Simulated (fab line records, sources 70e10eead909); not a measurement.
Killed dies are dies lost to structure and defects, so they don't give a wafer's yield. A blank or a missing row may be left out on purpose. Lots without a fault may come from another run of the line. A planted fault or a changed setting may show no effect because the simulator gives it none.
Which tool did it? | flow nand_harc | 13 lots, 39 wafers sampled, at 6 steps of a route of 1302

WHAT THE GAUGES READ, wafer by wafer
NHARC_A_M1_CD_MEAS_09: target cd 120 nm. Usual: cd_nm 119.9 nm, standard deviation 0.47.
lot  | measured     | on        | cd_nm (nm)        | flag
L714 | day 24 01:25 | cd_sem-03 | 120.0 120.0 120.3 |
L716 | day 25 03:26 | cd_sem-01 | 120.0 120.7 120.1 |
L715 | day 25 04:32 | cd_sem-02 | 120.6 120.6 120.7 |
L720 | day 26 12:25 | cd_sem-02 | 120.1 120.3 120.4 |
L721 | day 27 14:32 | cd_sem-01 | 120.0 120.3 119.8 |
L723 | day 27 20:50 | cd_sem-01 | 119.7 119.8 119.0 |
L722 | day 27 22:28 | cd_sem-02 | 120.0 119.6 120.7 |
L730 | day 30 19:16 | cd_sem-01 | 120.3 120.5 120.2 |
L729 | day 31 06:00 | cd_sem-02 | 119.5 119.9 119.3 |
L734 | day 32 17:19 | cd_sem-02 | 119.8 120.2 120.3 |
L732 | day 32 18:53 | cd_sem-01 | 119.6 119.6 119.3 |
L731 | day 32 22:11 | cd_sem-03 | 119.5 120.5 119.7 |
L733 | day 33 01:26 | cd_sem-02 | 119.7 118.6 119.6 |

NHARC_A_M1_INSPECT_11. Usual: raw_defect_count 91, standard deviation 36.
lot  | measured     | on                | raw_defect_count | flag
L714 | day 24 01:32 | defect_inspect-01 | 168 159 170      |
L716 | day 25 03:34 | defect_inspect-01 | 109 98 113       |
L715 | day 25 04:39 | defect_inspect-01 | 115 120 119      |
L720 | day 26 12:32 | defect_inspect-02 | 135 131 146      |
L721 | day 27 14:40 | defect_inspect-02 | 119 129 117      |
L723 | day 27 20:58 | defect_inspect-01 | 78 86 96         |
L722 | day 27 22:35 | defect_inspect-01 | 145 128 125      |
L730 | day 30 19:22 | defect_inspect-02 | 113 106 110      |
L729 | day 31 06:07 | defect_inspect-02 | 77 83 82         |
L734 | day 32 17:26 | defect_inspect-01 | 70 73 66         |
L732 | day 32 19:01 | defect_inspect-02 | 64 70 70         |
L731 | day 32 22:19 | defect_inspect-02 | 55 35 45         |
L733 | day 33 01:34 | defect_inspect-01 | 46 58 67         |

NHARC_A_M1_THK_MEAS_24: measures by xrf. Usual: thk_nm 154.6 nm, standard deviation 1.6.
lot  | measured     | on            | thk_nm (nm)       | flag
L714 | day 24 04:00 | film_metro-02 | 157.7 157.2 154.3 |
L716 | day 25 06:05 | film_metro-01 | 155.9 153.7 154.5 |
L715 | day 25 07:16 | film_metro-01 | 158.4 155.6 152.8 |
L720 | day 26 15:05 | film_metro-01 | 155.0 154.0 155.3 |
L721 | day 27 17:08 | film_metro-02 | 400.8 408.5 401.8 | OFF
L723 | day 27 23:35 | film_metro-02 | 392.3 401.0 398.2 | OFF
L722 | day 28 01:05 | film_metro-01 | 398.4 406.4 401.8 | OFF
L730 | day 30 21:52 | film_metro-02 | 151.8 156.4 154.2 |
L729 | day 31 08:35 | film_metro-01 | 155.1 152.9 156.5 |
L734 | day 32 19:56 | film_metro-01 | 154.9 154.5 152.0 |
L732 | day 32 21:29 | film_metro-01 | 155.5 153.2 152.5 |
L731 | day 33 00:56 | film_metro-02 | 156.7 155.6 156.4 |
L733 | day 33 04:03 | film_metro-01 | 155.7 155.5 151.7 |

NHARC_END_SORT_01. Usual: defect_limited_yield 90.7 %, standard deviation 3; killed_at_array 58, standard deviation 20; killed_at_other 0.9, standard deviation 1.4; killed_at_periphery 4, standard deviation 3.1; killed_dies 63, standard deviation 20; killed_open 3.3, standard deviation 1.8; killed_short 2.4, standard deviation 1.5.
lot  | measured     | on        | defect_limited_yield (%) | killed_at_array | killed_at_other | killed_at_periphery | killed_dies | killed_open | killed_short | flag
L721 | day 29 02:30 | prober-01 | 0 0 0                    | 675 672 670     | 0 1 3           | 2 4 4               | 677 677 677 | 5 2 4       | 5 0 1        | OFF
L723 | day 29 17:19 | prober-02 | 0 0 0                    | 672 673 669     | 1 1 1           | 4 3 7               | 677 677 677 | 5 4 6       | 3 4 4        | OFF
L722 | day 29 16:34 | prober-01 | 0 0 0                    | 673 673 665     | 0 0 1           | 4 4 11              | 677 677 677 | 7 1 2       | 3 2 4        | OFF
L729 | day 33 05:41 | prober-01 | 90.7 92.5 94.1           | 56 43 32        | 0 0 0           | 7 8 8               | 63 51 40    | 3 1 3       | 1 1 1        |
L734 | day 34 04:44 | prober-02 | 92.9 91.6 91.0           | 44 54 56        | 2 1 3           | 2 2 2               | 48 57 61    | 4 3 3       | 1 1 5        |
L732 | day 34 05:34 | prober-01 | 92.2 93.4 92.0           | 50 44 54        | 1 0 0           | 2 1 0               | 53 45 54    | 5 2 1       | 2 4 3        |

WHICH TOOL RAN EACH LOT (tool, then ch and the chambers of the sampled wafers, then the start)
lot  | NHARC_A_M1_CMP_23             | NHARC_A_BONDPAD_CMP_29
L714 | cmp-01 ch 0,2,3, day 24 03:46 | cmp-04 ch 0,1,3, day 24 05:34
L716 | cmp-04 ch 1,2,3, day 25 05:47 | cmp-02 ch 0,1,2, day 25 07:23
L715 | cmp-02 ch 0,1,3, day 25 06:56 | cmp-03 ch 1,2,3, day 25 08:31
L720 | cmp-01 ch 0,2,3, day 26 14:47 | cmp-04 ch 0,2,3, day 26 16:23
L721 | cmp-01 ch 0,1, day 27 16:51   | -
L723 | cmp-04 ch 0,2,3, day 27 23:18 | -
L722 | cmp-04 ch 0,2,3, day 28 00:47 | -
L730 | cmp-04 ch 0,1,3, day 30 21:36 | cmp-04 ch 0,1,2, day 30 23:11
L729 | cmp-04 ch 0,1,3, day 31 08:21 | cmp-02 ch 0,3, day 31 09:51
L734 | cmp-04 ch 1,3, day 32 19:39   | cmp-03 ch 0,2, day 32 21:12
L732 | cmp-04 ch 0,3, day 32 21:10   | cmp-02 ch 0,1,2, day 32 22:47
L731 | cmp-01 ch 1,2,3, day 33 00:37 | cmp-03 ch 0,1,3, day 33 02:11
L733 | cmp-01 ch 1,2,3, day 33 03:47 | cmp-04 ch 1,3, day 33 05:20
- NHARC_A_M1_CMP_23: polishes, t overpolish 20 s, target thk 154.34 nm.
- NHARC_A_BONDPAD_CMP_29: polishes SiCN, target thk 200 nm.

WHAT THE TOOLS THEMSELVES READ (means of the sampled wafers that have a number; where no wafer has one, the mark that the record gives instead)
NHARC_A_M1_CMP_23. Usual: edge_zone_pressure_frac 1.000, standard deviation 0.0054; motor_current_A 11.8 A, standard deviation 1.4; time_to_endpoint_s 28.9 s, standard deviation 2.
lot  | tool   | edge_zone_pressure_frac | motor_current_A (A) | time_to_endpoint_s (s) | flag
L714 | cmp-01 | 0.999                   | 11.1                | 31.8                   |
L716 | cmp-04 | 0.996                   | 11.8                | 28.8                   |
L715 | cmp-02 | 1.005                   | 11.2                | 29.9                   |
L720 | cmp-01 | 1.000                   | 11.1                | 27.4                   |
L721 | cmp-01 | -                       | -                   | -                      | OFF
L723 | cmp-04 | -                       | -                   | -                      | OFF
L722 | cmp-04 | -                       | -                   | -                      | OFF
L730 | cmp-04 | 0.998                   | 12.6                | 27.6                   |
L729 | cmp-04 | 1.002                   | 12.9                | 28.3                   |
L734 | cmp-04 | 1.005                   | 11.8                | 25.5                   |
L732 | cmp-04 | 1.003                   | 12.8                | 29.4                   |
L731 | cmp-01 | 0.997                   | 10.1                | 29.8                   |
L733 | cmp-01 | 1.000                   | 10.7                | 30.7                   |

NHARC_A_BONDPAD_CMP_29. Usual: edge_zone_pressure_frac 1.000, standard deviation 0.0047; motor_current_A 12.4 A, standard deviation 1.2.
lot  | tool   | edge_zone_pressure_frac | motor_current_A (A) | flag
L714 | cmp-04 | 0.999                   | 12.7                |
L716 | cmp-02 | 1.001                   | 12.6                |
L715 | cmp-03 | 0.993                   | 12.6                |
L720 | cmp-04 | 1.006                   | 12.8                |
L730 | cmp-04 | 1.000                   | 12.6                |
L729 | cmp-02 | 0.998                   | 11.1                |
L734 | cmp-03 | 1.004                   | 13.1                |
L732 | cmp-02 | 1.000                   | 12.5                |
L731 | cmp-03 | 1.004                   | 12.7                |
L733 | cmp-04 | 0.999                   | 12.1                |

THE ANSWER, worked out from the rows above alone
Rule: a lot is off if the mean of its wafers that have a number lies more than 3 standard deviations from the usual mean. A lot without any number at a reading at which 4 lots or more have one is off too. The other lots that the step has rows for count as sound. The gauges are gone through in route order, then the tools' own readings, and for those a lot's mean is taken as printed above. The first step at which some lot is off is used, and at that step the reading that is off furthest; a lot without a number counts as furthest.
Off: L721, L723, L722, at NHARC_A_M1_THK_MEAS_24 (thk_nm).
A tool fits if, at a process step before that reading, it ran every lot that is off, and no sound lot after the first of them. The gauges at NHARC_A_M1_THK_MEAS_24 aren't tried: what is off there is off at NHARC_END_SORT_01 too, on other tools, and a gauge's error can't cause that. None of those tried fits.

WHAT THE SIMULATOR HAD PUT IN
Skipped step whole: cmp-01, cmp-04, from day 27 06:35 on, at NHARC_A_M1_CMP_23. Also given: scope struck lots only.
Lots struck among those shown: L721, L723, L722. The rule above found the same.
